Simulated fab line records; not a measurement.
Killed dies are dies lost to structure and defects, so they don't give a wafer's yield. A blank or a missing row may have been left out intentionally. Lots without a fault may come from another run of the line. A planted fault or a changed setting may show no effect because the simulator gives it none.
Comparing a struck lot with a sound one -- flow n5_finfet -- 15 steps out of a route of 1938
Sound: the wafers L561.1, L561.3, L561.5. Struck: wafers L573.2, L573.3, L573.5. At the end, the cause is stated.
For every step that has rows: the tool of each side, followed by ch and its chambers, followed by its first start. Under that, the readings that differ: sound wafers -- struck wafers -- difference of the means -- sigmas: that difference in standard deviations of wafers without a fault.
alike: readings whose means differ by less than 2 such deviations, and words and numbers that are the same on both sides. not compared: withheld readings, readings that some wafer has no value for, bounds like >300 that may hide the same value, and numbers for which the record gives no deviation and whose values overlap.
Wherever a step has rows on one side only, a row that says differs or no value, or a row with sigmas, the two part there. Non-overlapping numbers with no deviation appear without sigmas and do not part them. Lack of a reading on every wafer of one side parts them only where that side has two or more wafers.

N5_MOL_CONTACT_COAG_DESCUM_13: chemistry O2, time 7 s.
  sound on rie_diel-05 ch 1,2,3, day 6 13:04; struck on rie_diel-05 ch 0,1,2, day 9 12:19
  alike: drypump_motor_current_A, oes_product_au, rf_vpp_V, showerhead_plenum_p_Torr, throttle_valve_pct
  not compared: rf_hours_counter_h
then, 1 step without rows for these wafers: N5_MOL_CONTACT_COAG_ETCH_59 (etches underlayer in N2/H2, target depth 13 nm, time 10.4 s).
N5_MOL_CONTACT_COAG_ETCH_105: etches SiARC in CF4, target depth 15.6 nm, time 26 s.
  sound on rie_diel-05 ch 1,2,3, day 6 13:07; struck on rie_diel-05 ch 0,1,2, day 9 12:23
  alike: drypump_motor_current_A, etch_rf_on_time_s, oes_product_au, rf_vpp_V, showerhead_plenum_p_Torr, throttle_valve_pct
  not compared: rf_hours_counter_h
then, 5 steps without rows for these wafers: N5_MOL_CONTACT_COAG_ETCH_106 (etches SOC in N2/H2, target depth 80 nm, overetch 16 nm, time 120 s); N5_MOL_CONTACT_COAG_STRIP_107 (strips in N2/H2); N5_MOL_CONTACT_COAG_STRIP_108 (strips in N2/H2); N5_MOL_CONTACT_COAG_CONTACT_ETCH_14 (etches SiO2 in C4F6/O2, target depth 27.5 nm, overetch 8.5 nm, time 20 s); N5_MOL_CONTACT_COAG_STRIP_109 (strips in C4F6/O2).
N5_MOL_CONTACT_COAG_ETCH_15: etches SiNx in CH3F/O2, stops on Si:P, target depth 7 nm.
  sound on rie_diel-05 ch 1,2,3, day 6 13:17; struck on rie_diel-05 ch 0,1,2, day 9 12:32
  alike: drypump_motor_current_A, oes_o_777_au, oes_product_au, rf_vpp_V, showerhead_plenum_p_Torr, throttle_valve_pct
  not compared: rf_hours_counter_h
N5_MOL_CONTACT_COAG_ETCH_110: etches Si in CF4/O2, target depth 2.5 nm, time 8 s.
  sound on rie_diel-05 ch 1,2,3, day 6 13:20; struck on rie_diel-05 ch 0,1,2, day 9 12:36
  alike: drypump_motor_current_A, oes_o_777_au, oes_product_au, rf_vpp_V, showerhead_plenum_p_Torr, throttle_valve_pct
  not compared: rf_hours_counter_h
N5_MOL_CONTACT_COAG_STRIP_98: strips in N2/H2.
  sound on rie_diel-05 ch 1,2,3, day 6 13:23; struck on rie_diel-05 ch 0,1,2, day 9 12:39
  alike: drypump_motor_current_A, oes_product_au, rf_vpp_V, showerhead_plenum_p_Torr, throttle_valve_pct
  not compared: rf_hours_counter_h
N5_MOL_CONTACT_COAG_CD_MEAS_99: target cd 17.2 nm.
  sound on cd_sem-03 at day 6 13:28; struck on cd_sem-02 at day 9 12:43
  alike: cd_nm
N5_MOL_CONTACT_COAG_IMPLANT_129:
  sound on implanter-02 ch 0, day 6 13:29; struck on implanter-01, day 9 12:47
  no value came back on the struck wafers for beam_energy_keV, beam_on_s (s); on the sound wafers beam_energy_keV reads 3.0005 2.9994 3.0010
then, 1 step without rows for these wafers: N5_MOL_CONTACT_COAG_PRECLEAN_111 (cleans in NF3:NH3, afs cycles 1, time 20 s, sublimation time 60 s).
-- record jumps: 8 days separate the struck wafers' starts on either side; left off in module MOL_CONTACT_COAG, taken up again in module PASSIVATION, whose first shown step is the route's number 1936 --
N5_PASSIVATION_PROBE_49:
  sound on prober-02 at day 13 15:38; struck on prober-02 at day 17 03:25
  alike: killed_at_M0_to_M3, killed_at_M4_up, killed_at_contacts, killed_at_front_end, killed_at_other, killed_dies, killed_on_rim, killed_open, killed_short

## WHERE THEY PART
Only at N5_MOL_CONTACT_COAG_IMPLANT_129, as far as this record shows. Later steps at which nothing parts them and some readings are alike: N5_PASSIVATION_PROBE_49.

WHY: the cause the simulator had injected
Entire step skipped (implanter-01, N5_MOL_CONTACT_COAG_IMPLANT_129), from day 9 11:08 onward. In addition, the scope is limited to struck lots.
